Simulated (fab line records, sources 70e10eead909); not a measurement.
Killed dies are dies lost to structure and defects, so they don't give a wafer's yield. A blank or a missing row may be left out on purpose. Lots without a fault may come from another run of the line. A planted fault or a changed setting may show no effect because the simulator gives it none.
Which tool did it? | flow nand_harc | 14 lots, 42 wafers sampled, at 4 steps of a route of 1302

WHAT THE GAUGES READ, wafer by wafer
NHARC_END_WLT_00.
lot  | measured     | on        | VT_DECK1_BOTTOM   | VT_DECK1_BOTTOM_INNER | VT_DECK1_MEDIAN_NEAR_BOTTOM | VT_DECK1_MEDIAN_NEAR_BOTTOM_INNER | VT_DECK1_MIDDLE   | VT_DECK1_MIDDLE_INNER | VT_DECK1_TOP      | VT_DECK1_TOP_INNER | VT_DECK2_BOTTOM   | VT_DECK2_BOTTOM_INNER | VT_DECK2_MEDIAN_NEAR_BOTTOM | VT_DECK2_MEDIAN_NEAR_BOTTOM_INNER | VT_DECK2_MIDDLE   | VT_DECK2_MIDDLE_INNER | VT_DECK2_TOP      | VT_DECK2_TOP_INNER
L800 | day 25 03:04 | prober-01 | 0.869 0.885 0.873 | 0.880 0.883 0.871     | 0.875 0.887 0.883           | 0.876 0.884 0.871                 | 0.892 0.892 0.895 | 0.890 0.895 0.885     | 0.892 0.906 0.901 | 0.907 0.909 0.913  | 0.868 0.872 0.869 | 0.867 0.867 0.869     | 0.866 0.872 0.865           | 0.872 0.876 0.872                 | 0.883 0.880 0.891 | 0.890 0.885 0.882     | 0.901 0.894 0.902 | 0.890 0.897 0.895
L801 | day 25 14:37 | prober-02 | 0.881 0.880 0.881 | 0.874 0.874 0.868     | 0.885 0.881 0.876           | 0.880 0.874 0.870                 | 0.891 0.892 0.882 | 0.885 0.882 0.885     | 0.893 0.899 0.906 | 0.906 0.901 0.906  | 0.883 0.895 0.886 | 0.878 0.889 0.882     | 0.887 0.893 0.888           | 0.880 0.891 0.887                 | 0.894 0.894 0.892 | 0.904 0.900 0.901     | 0.915 0.912 0.909 | 0.916 0.907 0.908
L802 | day 25 18:09 | prober-01 | 0.862 0.876 0.872 | 0.868 0.887 0.870     | 0.867 0.865 0.871           | 0.876 0.873 0.874                 | 0.878 0.891 0.890 | 0.883 0.893 0.892     | 0.898 0.902 0.898 | 0.901 0.894 0.899  | 0.885 0.885 0.883 | 0.879 0.885 0.889     | 0.889 0.883 0.889           | 0.885 0.894 0.895                 | 0.901 0.893 0.901 | 0.900 0.893 0.905     | 0.908 0.907 0.912 | 0.924 0.909 0.918
L803 | day 26 10:49 | prober-02 | 0.873 0.880 0.872 | 0.877 0.879 0.873     | 0.875 0.883 0.876           | 0.884 0.878 0.872                 | 0.889 0.885 0.893 | 0.897 0.891 0.881     | 0.906 0.901 0.904 | 0.908 0.905 0.899  | 0.881 0.891 0.894 | 0.888 0.889 0.889     | 0.883 0.890 0.887           | 0.889 0.896 0.892                 | 0.894 0.898 0.902 | 0.896 0.896 0.901     | 0.904 0.919 0.912 | 0.913 0.916 0.907
L804 | day 27 02:21 | prober-01 | 0.882 0.871 0.864 | 0.869 0.871 0.870     | 0.862 0.864 0.867           | 0.875 0.876 0.860                 | 0.879 0.881 0.880 | 0.883 0.885 0.886     | 0.895 0.900 0.892 | 0.906 0.890 0.898  | 0.889 0.882 0.878 | 0.885 0.872 0.887     | 0.878 0.886 0.881           | 0.884 0.884 0.889                 | 0.894 0.887 0.903 | 0.901 0.885 0.895     | 0.914 0.907 0.905 | 0.913 0.913 0.909
L808 | day 28 17:02 | prober-02 | 0.867 0.858 0.881 | 0.868 0.864 0.875     | 0.869 0.865 0.881           | 0.870 0.871 0.872                 | 0.881 0.886 0.888 | 0.875 0.876 0.894     | 0.898 0.890 0.901 | 0.899 0.893 0.894  | 0.875 0.871 0.885 | 0.871 0.872 0.877     | 0.873 0.866 0.871           | 0.872 0.872 0.870                 | 0.881 0.893 0.888 | 0.878 0.892 0.888     | 0.902 0.907 0.905 | 0.898 0.896 0.900
L809 | day 29 00:44 | prober-02 | 0.878 0.866 0.865 | 0.872 0.871 0.871     | 0.879 0.882 0.874           | 0.870 0.865 0.869                 | 0.888 0.890 0.878 | 0.886 0.888 0.886     | 0.899 0.894 0.899 | 0.904 0.897 0.891  | 0.878 0.873 0.880 | 0.878 0.870 0.876     | 0.882 0.884 0.877           | 0.885 0.865 0.884                 | 0.891 0.887 0.885 | 0.888 0.884 0.890     | 0.900 0.899 0.900 | 0.908 0.901 0.902
L813 | day 31 10:35 | prober-02 | 0.947 0.950 0.956 | 0.946 0.957 0.943     | 0.951 0.958 0.950           | 0.953 0.956 0.952                 | 0.959 0.965 0.964 | 0.958 0.965 0.969     | 0.985 0.986 0.984 | 0.974 0.985 0.981  | 0.873 0.869 0.875 | 0.870 0.870 0.869     | 0.864 0.870 0.868           | 0.872 0.870 0.866                 | 0.880 0.881 0.875 | 0.878 0.883 0.886     | 0.895 0.895 0.894 | 0.896 0.900 0.894
L814 | day 31 09:35 | prober-01 | 0.957 0.943 0.942 | 0.955 0.945 0.941     | 0.947 0.947 0.945           | 0.949 0.952 0.942                 | 0.966 0.966 0.958 | 0.964 0.966 0.960     | 0.982 0.985 0.979 | 0.979 0.978 0.977  | 0.874 0.870 0.863 | 0.867 0.873 0.869     | 0.866 0.867 0.873           | 0.868 0.866 0.867                 | 0.880 0.891 0.881 | 0.886 0.875 0.885     | 0.890 0.894 0.893 | 0.889 0.891 0.895
L815 | day 32 11:59 | prober-01 | 0.874 0.878 0.877 | 0.878 0.868 0.874     | 0.883 0.869 0.880           | 0.875 0.879 0.872                 | 0.892 0.883 0.881 | 0.892 0.884 0.885     | 0.892 0.888 0.904 | 0.899 0.902 0.903  | 0.864 0.869 0.875 | 0.871 0.881 0.874     | 0.867 0.876 0.875           | 0.876 0.879 0.873                 | 0.887 0.886 0.879 | 0.889 0.895 0.878     | 0.899 0.901 0.892 | 0.900 0.912 0.899
L816 | day 32 05:07 | prober-01 | 0.902 0.894 0.892 | 0.899 0.905 0.895     | 0.897 0.898 0.891           | 0.910 0.905 0.903                 | 0.927 0.921 0.905 | 0.906 0.906 0.907     | 0.923 0.920 0.917 | 0.924 0.923 0.923  | 0.873 0.873 0.873 | 0.873 0.877 0.869     | 0.875 0.881 0.878           | 0.872 0.865 0.875                 | 0.886 0.895 0.887 | 0.880 0.888 0.881     | 0.898 0.899 0.899 | 0.903 0.899 0.914
L817 | day 33 00:34 | prober-02 | 0.876 0.876 0.888 | 0.884 0.876 0.888     | 0.889 0.876 0.873           | 0.894 0.881 0.885                 | 0.900 0.903 0.896 | 0.902 0.897 0.904     | 0.907 0.919 0.914 | 0.907 0.908 0.902  | 0.878 0.875 0.876 | 0.869 0.875 0.879     | 0.874 0.880 0.879           | 0.875 0.878 0.878                 | 0.894 0.885 0.889 | 0.885 0.890 0.887     | 0.901 0.903 0.899 | 0.900 0.910 0.900
L818 | day 33 08:23 | prober-01 | 0.876 0.883 0.874 | 0.877 0.876 0.877     | 0.871 0.884 0.874           | 0.871 0.882 0.867                 | 0.885 0.894 0.890 | 0.889 0.884 0.890     | 0.906 0.901 0.897 | 0.901 0.905 0.905  | 0.874 0.858 0.870 | 0.874 0.866 0.866     | 0.872 0.862 0.863           | 0.872 0.857 0.867                 | 0.886 0.883 0.884 | 0.881 0.875 0.885     | 0.894 0.883 0.893 | 0.895 0.891 0.893
L820 | day 34 01:38 | prober-01 | 0.868 0.867 0.862 | 0.861 0.866 0.869     | 0.860 0.871 0.869           | 0.854 0.872 0.864                 | 0.877 0.879 0.886 | 0.874 0.870 0.878     | 0.885 0.886 0.888 | 0.883 0.887 0.886  | 0.860 0.868 0.864 | 0.865 0.868 0.869     | 0.864 0.872 0.865           | 0.866 0.867 0.871                 | 0.880 0.884 0.884 | 0.878 0.881 0.878     | 0.892 0.886 0.901 | 0.902 0.890 0.891

WHICH TOOL RAN EACH LOT (tool, then ch and the chambers of the sampled wafers, then the start)
lot  | NHARC_A_CHANNEL_FILL_D1_CVD_18   | NHARC_THIN_TSV_DEP_47           | NHARC_THIN_TSV_PRE_CLEAN_50
L800 | lpcvd_poly-01 ch 0, day 11 03:28 | pecvd-04 ch 0,1,2, day 24 13:44 | pvd_sputter-01, day 25 03:04 or earlier
L801 | lpcvd_poly-04 ch 0, day 11 10:18 | pecvd-01 ch 0,1,2, day 25 01:15 | pvd_sputter-03, day 25 14:37 or earlier
L802 | lpcvd_poly-04 ch 0, day 11 10:18 | pecvd-01 ch 0,1,2, day 25 02:17 | pvd_sputter-03, day 25 18:09 or earlier
L803 | lpcvd_poly-02 ch 0, day 12 02:55 | pecvd-04 ch 0,1,2, day 25 21:35 | pvd_sputter-03, day 26 10:49 or earlier
L804 | lpcvd_poly-04 ch 0, day 12 20:35 | pecvd-04 ch 0,1,2, day 26 14:25 | pvd_sputter-01, day 27 02:21 or earlier
L808 | lpcvd_poly-01 ch 0, day 14 10:17 | pecvd-01 ch 0,1,2, day 28 06:50 | pvd_sputter-03, day 28 17:02 or earlier
L809 | lpcvd_poly-02 ch 0, day 14 19:42 | pecvd-02 ch 0,1,2, day 28 13:53 | pvd_sputter-01, day 29 00:44 or earlier
L813 | lpcvd_poly-02 ch 0, day 16 14:44 | pecvd-04 ch 0,1,2, day 30 22:59 | pvd_sputter-02, day 31 10:35 or earlier
L814 | lpcvd_poly-02 ch 0, day 16 14:44 | pecvd-01 ch 1,2, day 30 21:43   | pvd_sputter-01, day 31 09:35 or earlier
L815 | lpcvd_poly-01 ch 0, day 17 04:11 | pecvd-02 ch 0,1,2, day 31 18:55 | pvd_sputter-02, day 32 11:59 or earlier
L816 | lpcvd_poly-04 ch 0, day 17 18:15 | pecvd-01 ch 0,2, day 31 17:45   | pvd_sputter-03, day 32 05:07 or earlier
L817 | lpcvd_poly-04 ch 0, day 18 06:34 | pecvd-01 ch 0,1, day 32 14:05   | pvd_sputter-03, day 33 00:34 or earlier
L818 | lpcvd_poly-04 ch 0, day 18 15:37 | pecvd-01 ch 0,1,2, day 32 20:40 | pvd_sputter-03, day 33 08:23 or earlier
L820 | lpcvd_poly-01 ch 0, day 19 06:08 | pecvd-02 ch 0,2, day 33 15:39   | pvd_sputter-03, day 34 01:38 or earlier
- NHARC_A_CHANNEL_FILL_D1_CVD_18: deposits poly-Si, target thk 3 nm.
- NHARC_THIN_TSV_DEP_47: deposits SiO2, target thk 200 nm.
- NHARC_THIN_TSV_PRE_CLEAN_50: time 30 s.

WHAT THE TOOLS THEMSELVES READ (means of the sampled wafers that have a number; where no wafer has one, the mark that the record gives instead)
NHARC_THIN_TSV_DEP_47.
lot  | tool     | throttle_valve_pct (%)
L800 | pecvd-04 | 16.0
L801 | pecvd-01 | 15.7
L802 | pecvd-01 | 15.5
L803 | pecvd-04 | 16.1
L804 | pecvd-04 | 16.1
L808 | pecvd-01 | 15.8
L809 | pecvd-02 | 16.0
L813 | pecvd-04 | 15.9
L814 | pecvd-01 | 15.5
L815 | pecvd-02 | 16.3
L816 | pecvd-01 | 15.9
L817 | pecvd-01 | 15.6
L818 | pecvd-01 | 15.5
L820 | pecvd-02 | 15.9

NHARC_THIN_TSV_PRE_CLEAN_50.
lot  | tool           | heater_power_w (W)
L800 | pvd_sputter-01 | 416
L801 | pvd_sputter-03 | 456
L802 | pvd_sputter-03 | 428
L803 | pvd_sputter-03 | 424
L804 | pvd_sputter-01 | 396
L808 | pvd_sputter-03 | 433
L809 | pvd_sputter-01 | 430
L813 | pvd_sputter-02 | 425
L814 | pvd_sputter-01 | 440
L815 | pvd_sputter-02 | 434
L816 | pvd_sputter-03 | 418
L817 | pvd_sputter-03 | 409
L818 | pvd_sputter-03 | 424
L820 | pvd_sputter-03 | 423

THE ANSWER, worked out from the rows above alone
Rule: what is usual is taken from the lots themselves. Put in order of their means at a reading, lots are off if they are a third of the lots or fewer, leave a main group of 4 or more, and stand apart from it by a gap of 3 or more times the standard deviation of the main group's means; of several such gaps the widest counts. A main group whose means are all the same, to the digits that the tables above print for the reading, isn't used. A lot without any number at a reading at which 4 lots or more have one is off too. The other lots that the step has rows for count as sound. The gauges are gone through in route order, then the tools' own readings, and for those a lot's mean is taken as printed above. The first step at which some lot is off is used, and at that step the reading that is off furthest; a lot without a number counts as furthest.
Off: L813, L814, at NHARC_END_WLT_00 (VT_DECK1_TOP). The main group: mean 0.901, standard deviation 0.0084.
A tool fits if, at a process step before that reading, it ran every lot that is off, and no sound lot after the first of them. The gauges at NHARC_END_WLT_00 are tried like those tools. NHARC_THIN_TSV_PRE_CLEAN_50 gives no start for some lots, so the hours and the order of its lots are those of NHARC_END_WLT_00. One fits: lpcvd_poly-02 at NHARC_A_CHANNEL_FILL_D1_CVD_18. Its last sound lot is L809 (day 14 19:42), its first lot that is off L813 (day 16 14:44): a fault that began between those two fits.

WHAT THE SIMULATOR HAD PUT IN
Process parameter drift: lpcvd_poly-02, from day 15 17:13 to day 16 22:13, at NHARC_A_CHANNEL_FILL_D1_CVD_18. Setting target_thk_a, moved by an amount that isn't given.
Lots struck among those shown: L814, L813. The rule above found the same.
